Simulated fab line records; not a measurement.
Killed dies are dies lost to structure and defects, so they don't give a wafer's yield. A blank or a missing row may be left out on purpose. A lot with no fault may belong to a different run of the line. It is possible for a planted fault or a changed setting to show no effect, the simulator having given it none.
What tool caused it? || flow nand_harc || 11 lots with 33 wafers sampled at 4 steps, on a route of 1159 steps

== WHAT THE GAUGES SHOWED, per wafer ==
NHARC_P_M0_CD_MEAS_09: target cd 90 nm.
{"lot": "L871", "measured": "day 6 05:38", "on": "cd_sem-03", "cd_nm (nm)": "90.4 90.7 90.9"}
{"lot": "L873", "measured": "day 6 15:28", "on": "cd_sem-01", "cd_nm (nm)": "90.1 90.3 89.8"}
{"lot": "L872", "measured": "day 6 15:53", "on": "cd_sem-01", "cd_nm (nm)": "88.0 89.3 88.9"}
{"lot": "L874", "measured": "day 6 16:17", "on": "cd_sem-01", "cd_nm (nm)": "89.7 89.8 89.3"}
{"lot": "L880", "measured": "day 8 05:37", "on": "cd_sem-01", "cd_nm (nm)": "90.3 90.1 89.7"}
{"lot": "L883", "measured": "day 9 02:46", "on": "cd_sem-03", "cd_nm (nm)": "90.4 89.6 90.2"}
{"lot": "L881", "measured": "day 9 03:46", "on": "cd_sem-03", "cd_nm (nm)": "90.4 90.0 90.5"}
{"lot": "L886", "measured": "day 10 02:05", "on": "cd_sem-03", "cd_nm (nm)": "100.2 100.8 101.1"}
{"lot": "L887", "measured": "day 10 02:43", "on": "cd_sem-01", "cd_nm (nm)": "89.6 90.1 90.9"}
{"lot": "L892", "measured": "day 11 08:43", "on": "cd_sem-01", "cd_nm (nm)": "98.6 99.0 98.7"}
{"lot": "L893", "measured": "day 11 12:47", "on": "cd_sem-03", "cd_nm (nm)": "89.8 89.6 90.0"}

== TOOL THAT RAN EACH LOT (tool first, then ch and the chambers of the sampled wafers, then the start) ==
{"lot": "L871", "NHARC_P_CONTACT_ETCH_18": "rie_diel-02 ch 2,3, day 6 05:30 or earlier", "NHARC_P_CONTACT_ETCH_31": "rie_diel-02 ch 1,2,3, day 6 05:30 or earlier", "NHARC_P_M0_EXPOSE_06": "arfi_scanner-02 ch 0, day 6 05:30"}
{"lot": "L873", "NHARC_P_CONTACT_ETCH_18": "rie_diel-09 ch 0,2, day 6 15:20 or earlier", "NHARC_P_CONTACT_ETCH_31": "rie_diel-09 ch 0,2,3, day 6 15:20 or earlier", "NHARC_P_M0_EXPOSE_06": "arfi_scanner-02 ch 0, day 6 15:20"}
{"lot": "L872", "NHARC_P_CONTACT_ETCH_18": "rie_diel-02 ch 0,1, day 6 15:44 or earlier", "NHARC_P_CONTACT_ETCH_31": "rie_diel-02 ch 0,3, day 6 15:44 or earlier", "NHARC_P_M0_EXPOSE_06": "arfi_scanner-02 ch 0, day 6 15:44"}
{"lot": "L874", "NHARC_P_CONTACT_ETCH_18": "rie_diel-02 ch 0,1, day 6 16:09 or earlier", "NHARC_P_CONTACT_ETCH_31": "rie_diel-02 ch 0,2,3, day 6 16:09 or earlier", "NHARC_P_M0_EXPOSE_06": "arfi_scanner-01 ch 0, day 6 16:09"}
{"lot": "L880", "NHARC_P_CONTACT_ETCH_18": "rie_diel-02 ch 0,3, day 8 05:28 or earlier", "NHARC_P_CONTACT_ETCH_31": "rie_diel-02 ch 0,3, day 8 05:28 or earlier", "NHARC_P_M0_EXPOSE_06": "arfi_scanner-03 ch 0, day 8 05:28"}
{"lot": "L883", "NHARC_P_CONTACT_ETCH_18": "rie_diel-09 ch 1,2,3, day 9 02:38 or earlier", "NHARC_P_CONTACT_ETCH_31": "rie_diel-09 ch 0,3, day 9 02:38 or earlier", "NHARC_P_M0_EXPOSE_06": "arfi_scanner-01 ch 0, day 9 02:38"}
{"lot": "L881", "NHARC_P_CONTACT_ETCH_18": "rie_diel-02 ch 2,3, day 9 03:38 or earlier", "NHARC_P_CONTACT_ETCH_31": "rie_diel-02 ch 0,1, day 9 03:38 or earlier", "NHARC_P_M0_EXPOSE_06": "arfi_scanner-01 ch 0, day 9 03:38"}
{"lot": "L886", "NHARC_P_CONTACT_ETCH_18": "rie_diel-02 ch 1,2,3, day 10 01:56 or earlier", "NHARC_P_CONTACT_ETCH_31": "rie_diel-02 ch 0,1,3, day 10 01:56 or earlier", "NHARC_P_M0_EXPOSE_06": "arfi_scanner-01 ch 0, day 10 01:56"}
{"lot": "L887", "NHARC_P_CONTACT_ETCH_18": "rie_diel-09 ch 2,3, day 10 02:35 or earlier", "NHARC_P_CONTACT_ETCH_31": "rie_diel-09 ch 0,1, day 10 02:35 or earlier", "NHARC_P_M0_EXPOSE_06": "arfi_scanner-02 ch 0, day 10 02:35"}
{"lot": "L892", "NHARC_P_CONTACT_ETCH_18": "rie_diel-09 ch 0,3, day 11 08:35 or earlier", "NHARC_P_CONTACT_ETCH_31": "rie_diel-09 ch 0,2,3, day 11 08:35 or earlier", "NHARC_P_M0_EXPOSE_06": "arfi_scanner-01 ch 0, day 11 08:35"}
{"lot": "L893", "NHARC_P_CONTACT_ETCH_18": "rie_diel-09 ch 1,2, day 11 12:39 or earlier", "NHARC_P_CONTACT_ETCH_31": "rie_diel-09 ch 1,2,3, day 11 12:39 or earlier", "NHARC_P_M0_EXPOSE_06": "arfi_scanner-02 ch 0, day 11 12:39"}
- NHARC_P_CONTACT_ETCH_18: etches the open film in C4F8/O2/Ar, target depth 481 nm, time 240.5 s.
- NHARC_P_CONTACT_ETCH_31: etches the open film in CH3F/O2, target depth 30 nm, time 85.7 s.
- NHARC_P_M0_EXPOSE_06: exposes mask P M0, target cd 90 nm.

== THE ANSWER, worked out from the rows above alone ==
Rule: the usual values come from the lots themselves. The widest of any qualifying gaps counts: lots, ordered by their means at a reading, are off when they make up no more than a third of the lots, leave a main group of 4 or more, and stand apart from it by 3 or more times the standard deviation of that group's means. A main group whose means are all the same, to the digits that the tables above print for the reading, isn't used. A lot without any number at a reading at which 4 lots or more have one is off too. All remaining lots with rows at the step are treated as sound.
Off at NHARC_P_M0_CD_MEAS_09 (cd_nm): L886, L892. The main group has a mean of 89.9 nm with a standard deviation of 0.51.
A tool fits if, at a process step before that reading, it ran every lot that is off, and no sound lot after the first of them. Those tools and the gauges at NHARC_P_M0_CD_MEAS_09 are tried in the same way. Because NHARC_P_CONTACT_ETCH_18 lacks a start for some lots, the hours and order of its lots are taken from NHARC_P_M0_EXPOSE_06. Because NHARC_P_CONTACT_ETCH_31 lacks a start for some lots, the hours and order of its lots are taken from NHARC_P_M0_EXPOSE_06. One fits: NHARC_P_M0_EXPOSE_06 on arfi_scanner-01. A fault onset in the window from L881 (day 9 03:38, its last sound lot) to L886 (day 10 01:56, its first lot off) fits.

== WHAT THE SIMULATOR PUT IN ==
Process parameter drift: arfi_scanner-01, from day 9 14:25 on, at NHARC_P_M0_EXPOSE_06. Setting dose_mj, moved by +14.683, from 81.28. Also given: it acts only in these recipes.
Struck lots among those shown: L886, L892. The same result came from the rule above.
